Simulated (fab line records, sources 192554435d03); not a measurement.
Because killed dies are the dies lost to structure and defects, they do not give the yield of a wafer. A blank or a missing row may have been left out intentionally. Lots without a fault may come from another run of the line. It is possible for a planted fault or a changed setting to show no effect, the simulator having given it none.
Split-lot experiment + flow n5 finfet + 39 wafers read from 7 lots, route of 1938 steps

== ABOUT THE SPLIT ==
At N5_MOL_CONTACT_COAG_CVD_140 (deposits W, target thk 66.5 nm, time 215 s), the setting target thk a was moved away from the recipe's 665 angstrom on 12 of the 39 wafers read, by -59.3% to +49.8%. All remaining wafers had this setting at the recipe value.

The reading is taken at the split's own step.

== THE READING ==
W_of_MOL_CONTACT_COAG_CVD_140.thk nm (the simulator's own value, which no gauge read), in nm, at N5_MOL_CONTACT_COAG_CVD_140 (deposits W, target thk 66.5 nm, time 215 s). The file does not state a usual value for it. The 27 wafers here that ran the recipe average 66.5 nm, standard deviation 0.6 nm.

| wafer  | tool, chamber at the split | target thk a as run, angstrom | against the recipe | W_of_MOL_CONTACT_COAG_CVD_140.thk nm, nm | against lot-mates on the recipe |
|--------|----------------------------|-------------------------------|--------------------|------------------------------------------|---------------------------------|
| L075.1 | cvd w-02, 0                | 996.1                         | +49.8%             | 100                                      | +33.6                           |
| L075.2 | cvd w-02, 0                | 665                           | recipe             | 67                                       | -                               |
| L075.3 | cvd w-02, 0                | 665                           | recipe             | 65.8                                     | -                               |
| L075.4 | cvd w-02, 0                | 996.1                         | +49.8%             | 99.6                                     | +33.2                           |
| L075.5 | cvd w-02, 0                | 996.1                         | +49.8%             | 99.4                                     | +33.0                           |
| L075.6 | cvd w-02, 0                | 665                           | recipe             | 66.4                                     | -                               |
| L077.1 | cvd w-01, 0                | 665                           | recipe             | 67.4                                     | -                               |
| L077.2 | cvd w-01, 1                | 665                           | recipe             | 68.2                                     | -                               |
| L077.3 | cvd w-01, 1                | 665                           | recipe             | 67.2                                     | -                               |
| L077.6 | cvd w-01, 1                | 665                           | recipe             | 67.2                                     | -                               |
| L077.4 | cvd w-01, 0                | 665                           | recipe             | 66.8                                     | -                               |
| L077.5 | cvd w-01, 0                | 665                           | recipe             | 66.8                                     | -                               |
| L078.1 | cvd w-02, 1                | 282.4                         | -57.5%             | 27.4                                     | -38.5                           |
| L078.2 | cvd w-02, 0                | 665                           | recipe             | 65.6                                     | -                               |
| L078.3 | cvd w-02, 0                | 282.4                         | -57.5%             | 28.2                                     | -37.7                           |
| L078.4 | cvd w-02, 1                | 665                           | recipe             | 66.2                                     | -                               |
| L078.5 | cvd w-02, 1                | 665                           | recipe             | 66                                       | -                               |
| L078.6 | cvd w-02, 0                | 282.4                         | -57.5%             | 28                                       | -37.9                           |
| L086.1 | cvd w-01, 0                | 665                           | recipe             | 66                                       | -                               |
| L086.2 | cvd w-01, 1                | 665                           | recipe             | 65.8                                     | -                               |
| L086.3 | cvd w-01, 0                | 665                           | recipe             | 66.4                                     | -                               |
| L086.6 | cvd w-01, 0                | 665                           | recipe             | 66.4                                     | -                               |
| L086.4 | cvd w-01, 1                | 665                           | recipe             | 66.8                                     | -                               |
| L086.5 | cvd w-01, 1                | 665                           | recipe             | 66.2                                     | -                               |
| L089.1 | cvd w-02, 1,0              | 665                           | recipe             | 66.4                                     | -                               |
| L089.2 | cvd w-02, 1,0              | 665                           | recipe             | 66.4                                     | -                               |
| L089.6 | cvd w-02, 0                | 665                           | recipe             | 65.6                                     | -                               |
| L090.1 | cvd w-02, 1                | 943.1                         | +41.8%             | 94.2                                     | +27.9                           |
| L090.2 | cvd w-02, 0                | 665                           | recipe             | 65.8                                     | -                               |
| L090.3 | cvd w-02, 0                | 943.1                         | +41.8%             | 94                                       | +27.7                           |
| L090.4 | cvd w-02, 1                | 665                           | recipe             | 66.4                                     | -                               |
| L090.5 | cvd w-02, 0                | 665                           | recipe             | 66.8                                     | -                               |
| L090.6 | cvd w-02, 1                | 943.1                         | +41.8%             | 94.6                                     | +28.3                           |
| L094.1 | cvd w-01, 0                | 270.7                         | -59.3%             | 27.6                                     | -39.3                           |
| L094.3 | cvd w-01, 0                | 270.7                         | -59.3%             | 27.6                                     | -39.3                           |
| L094.2 | cvd w-01, 1                | 270.7                         | -59.3%             | 26.6                                     | -40.3                           |
| L094.4 | cvd w-01, 1                | 665                           | recipe             | 67                                       | -                               |
| L094.5 | cvd w-01, 1                | 665                           | recipe             | 67                                       | -                               |
| L094.6 | cvd w-01, 0                | 665                           | recipe             | 66.6                                     | -                               |
If several chambers appear in one row, that row covers several wafers at once and the file leaves open which wafer was in which chamber.

THE FIT
A straight line over all 39 wafers: W_of_MOL_CONTACT_COAG_CVD_140.thk nm changes by +0.666 nm for each +1% of target thk a; r = +1.00; the points scatter about the line by 0.56 nm.
The same after taking each lot's own level away (the mean of its wafers on the recipe; 39 wafers): +0.666 nm for each +1%; r = +1.00; scatter 0.39 nm.
Per that fit: largest target thk a move, reading shift of 39 nm.
Across the lots, their own levels run from 65.93 to 67.27 nm, a range of 2.2 times the standard deviation given above.
So the lot-to-lot level changes the slope little: the two slopes agree.
Check: with one of the wafers moved furthest among these (-59.3%) left out of the fit, the line predicts -39.5 nm for it against its lot-mates. It came out at -39.3 nm against them.

== THE WHOLE CHAIN: every reading that the file lists as answering this split, in the file's order ==
| step                        | what it does                                                    | reading                                                                               | change (the file's fit)                                                             | r (the file's) |
|-----------------------------|-----------------------------------------------------------------|---------------------------------------------------------------------------------------|-------------------------------------------------------------------------------------|----------------|
| N5_MOL_CONTACT_COAG_CVD_140 | deposits W, target thk 66.5 nm, time 215 s                      | W_of_MOL_CONTACT_COAG_CVD_140.thk nm (the simulator's own value, which no gauge read) | +0.666 nm for each +1% of the setting                                               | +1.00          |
| N5_MOL_CONTACT_COAG_CMP_52  | polishes, stops on SiO2, t overpolish 1.5 s, target thk 66.5 nm | W_of_MOL_CONTACT_COAG_CVD_140.thk nm (the simulator's own value, which no gauge read) | not straight: 27.27 at the lowest setting, 66.4 at the recipe, 67.27 at the highest | not given      |

== FILE'S OWN FIT ==
W_of_MOL_CONTACT_COAG_CVD_140.thk nm changes by +0.666 nm for each +1% of target thk a, r = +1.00.
